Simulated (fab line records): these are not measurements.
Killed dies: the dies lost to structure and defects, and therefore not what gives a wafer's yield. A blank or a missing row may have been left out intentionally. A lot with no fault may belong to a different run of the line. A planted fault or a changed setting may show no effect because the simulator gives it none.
A lot that was struck, set against a sound lot || flow nandHarc || 14 out of 1159 route steps
Sound: wafers L501.2, L501.3, L501.5. Struck: wafers L506.1, L506.4, L506.6. The cause comes at the end.
At each step with rows: each side's tool, then ch and its chambers, then its first start. Under that, the readings that differ: sound wafers || struck wafers || difference of the means || sigmas: that difference in standard deviations of wafers without a fault.
alike: same words and numbers on both sides, and readings whose means sit less than 2 such deviations apart. not compared: any withheld reading, any reading some wafer has no value for, any bound like >300 that may hide the same value, and any number with overlapping values for which the record gives no deviation.
Wherever a step has rows on one side only, a row that says differs or no value, or a row with sigmas, the two part there. Numbers that have no deviation but don't overlap get no sigmas and don't part them. A reading that every wafer of one side lacks parts them only if that side has two wafers or more.

NHARC_THIN_TSV_CMP_01: polishes.
  sound on cmp-02 ch 0,1,2, day 19 12:08; struck on cmp-04 ch 1,2,3, day 20 08:52
  alike: motorCurrentA
NHARC_THIN_TSV_THK_MEAS_02: measures by ir.
  sound: filmMetro-02 at day 19 12:23; struck: filmMetro-01 at day 20 09:05
  alike: thkNm
then, 3 steps without rows for these wafers: NHARC_THIN_TSV_SRD_03; NHARC_THIN_TSV_PRECLEAN_41 (cleans in SC1); NHARC_THIN_TSV_SRD_42.
NHARC_THIN_TSV_DEP_43: deposits SiO2, target thk 1328.5 nm.
  sound on pecvd-01 ch 1,2, day 19 12:37; struck on pecvd-04 ch 1,2, day 20 09:23
  alike: flowSccm, throttleValvePct
then, 6 steps without rows for these wafers: NHARC_THIN_TSV_DEHYDRATE_04 (time 120 s); NHARC_THIN_TSV_HMDS_05 (time 30 s); NHARC_THIN_TSV_COAT_06; NHARC_THIN_TSV_SOFTBAKE_07 (time 95 s); NHARC_THIN_TSV_EBR_08; NHARC_THIN_TSV_EXPOSE_09 (exposes mask TSV).
NHARC_THIN_TSV_PEB_10: peb time 85 s.
  struck on lithoTrack-03, day 20 09:55; sound on lithoTrack-02 ch 0, day 19 13:22
  no value came back on the struck wafers for chillPlateTempC (C), exhaustPa (Pa), heaterPowerTotalW (W), resistLineTempC (C); on the sound wafers chillPlateTempC (C) reads 22.91 23.12 22.87
then, 1 step without rows for these wafers: NHARC_THIN_TSV_DEVELOP_11 (time 70 s).

WHERE THEY PART
Only at NHARC_THIN_TSV_PEB_10, within this record.

WHY: what had been put in by the simulator
Beginning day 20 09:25, the whole step at NHARC_THIN_TSV_PEB_10 was skipped on lithoTrack-03. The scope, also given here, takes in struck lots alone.
